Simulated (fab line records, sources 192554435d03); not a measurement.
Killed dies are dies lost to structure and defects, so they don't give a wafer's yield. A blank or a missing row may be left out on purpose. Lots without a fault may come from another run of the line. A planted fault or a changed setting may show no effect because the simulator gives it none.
A struck lot beside a sound one | flow n5_finfet | 16 steps out of a route of 1938
Sound: wafers L485.2, L485.3, L485.5. Struck: wafer L491.4. (L491.3 of the same lot was not struck and is left out.) The cause comes at the end.
At each step with rows: each side's tool, then ch and its chambers, then its first start. Under that, the readings that differ: sound wafers | struck wafers | difference of the means | sigmas: that difference in standard deviations of wafers without a fault.
alike: readings whose means differ by less than 2 such deviations, and words and numbers that are the same on both sides. not compared: withheld readings, readings that some wafer has no value for, bounds like >300 that may hide the same value, and numbers for which the record gives no deviation and whose values overlap.
The two part at a step that has a row with sigmas, a row that says differs or no value, or rows on one side only. Numbers that don't overlap but have no deviation are shown without sigmas and don't part them. A reading that every wafer of one side lacks parts them only if that side has two wafers or more.

first, 5 steps without rows for these wafers: N5_BEOL_M2_EBR_24; N5_BEOL_M2_SOFTBAKE_23 (time 60 s); N5_BEOL_M2_EXPOSE_25 (exposes mask V1, defocus 5 nm); N5_BEOL_M2_PEB_26 (peb time 60 s); N5_BEOL_M2_DEVELOP_27 (develop time 30 s).
N5_BEOL_M2_CD_MEAS_28: target cd 26.2 nm, target cd y 24.1 nm.
  sound on cd_sem-01 ch 0, day 6 13:30; struck on cd_sem-03 ch 0, day 8 03:00
  alike: cd_nm
N5_BEOL_M2_OVL_MEAS_29:
  sound on overlay-01 ch 0, day 6 13:34; struck on overlay-01 ch 0, day 8 03:02
  alike: V1_OVL
N5_BEOL_M2_INSPECT_30: inspects for defects (brightfield).
  sound on defect_inspect-01, day 6 13:37; struck on defect_inspect-01, day 8 03:05
  alike: raw_defect_count
N5_BEOL_M2_DESCUM_33: chemistry O2, time 7 s.
  sound on rie_diel-06 ch 0,2,3, day 6 13:38; struck on rie_diel-01 ch 1, day 8 03:07
  alike: drypump_motor_current_A, oes_product_au, rf_vpp_V, showerhead_plenum_p_Torr, throttle_valve_pct
  not compared: rf_hours_counter_h
N5_BEOL_M2_ETCH_77: etches underlayer in N2/H2, target depth 6.5 nm, time 5.2 s.
  sound on rie_diel-06 ch 0,2,3, day 6 13:41; struck on rie_diel-01 ch 1, day 8 03:10
  alike: bias_w, drypump_motor_current_A, etch_rf_on_time_s, oes_product_au, rf_vpp_V, showerhead_plenum_p_Torr, throttle_valve_pct
  not compared: rf_hours_counter_h
N5_BEOL_M2_ETCH_69: etches SiARC in CF4, target depth 15.6 nm, time 26 s.
  sound on rie_diel-06 ch 0,2,3, day 6 13:42; struck on rie_diel-01 ch 1, day 8 03:10
  reading               | sound          | struck | difference | sigmas
  etch_rf_on_time_s (s) | 25.4 24.9 24.4 | 26.3   | +1.4       | +2
  alike: bias_w, drypump_motor_current_A, oes_product_au, rf_vpp_V, showerhead_plenum_p_Torr, throttle_valve_pct
  not compared: rf_hours_counter_h
N5_BEOL_M2_ALD_98: deposits SiO2, target thk 2.5 nm, pulse time 1 s, co reactant pulse time 1 s.
  sound on ald_sin-03 ch 1,3, day 6 13:49; struck on ald_sin-03 ch 1, day 8 03:16
  alike: heater_power_w, precursor_pulse_height_rel, susceptor_temp_C
  not compared: since_wet_clean_h
N5_BEOL_M2_ETCHBACK_99: etches SiO2 in CHF3, target depth 5 nm, time 10.4 s.
  sound on rie_diel-01 ch 0,1, day 6 13:56; struck on rie_diel-02 ch 2, day 8 04:35
  reading                                      | sound          | struck | difference | sigmas
  drypump_motor_current_A (A)                  | 4.7 5.0 4.7    | 5.8    | +1.0       | +2
  oes_product_au (a.u.)                        | 0.73 0.74 0.74 | 1.28   | +0.54      | +6
  model.CAR-EUV_of_BEOL_M2_COAT_22.thk_nm (nm) | 10.2 10.4 10.4 | 9.8    | -0.5       |
  alike: CHF3_flow_sccm, bias_w, rf_vpp_V, showerhead_plenum_p_Torr, throttle_valve_pct
  not compared: rf_hours_counter_h
N5_BEOL_M2_ETCH_70: etches SOC in N2/H2, target depth 80 nm, overetch 24 nm, time 130 s.
  sound on rie_diel-01 ch 0,1, day 6 13:59; struck on rie_diel-02 ch 2, day 8 04:37
  reading                     | sound       | struck | difference | sigmas
  drypump_motor_current_A (A) | 4.7 5.0 4.7 | 5.8    | +1.0       | +2
  alike: bias_w, oes_product_au, rf_vpp_V, showerhead_plenum_p_Torr, throttle_valve_pct
  not compared: rf_hours_counter_h
N5_BEOL_M4_RC_MEAS_101:
  sound on prober-02 ch 0, day 7 12:20; struck on prober-01 ch 0, day 9 06:13
  alike: DIBL_N, DIBL_P, IOFF_N, IOFF_P, ION_N, ION_P, SS_N, SS_P, VT_N, VT_P
then, 1 step without rows for these wafers: N5_PASSIVATION_PROBE_49.

WHERE THEY PART
First at N5_BEOL_M2_ETCH_69; last, within this record, at N5_BEOL_M2_ETCH_70. Later steps at which nothing parts them and some readings are alike: N5_BEOL_M4_RC_MEAS_101.

WHY: what the simulator had put in
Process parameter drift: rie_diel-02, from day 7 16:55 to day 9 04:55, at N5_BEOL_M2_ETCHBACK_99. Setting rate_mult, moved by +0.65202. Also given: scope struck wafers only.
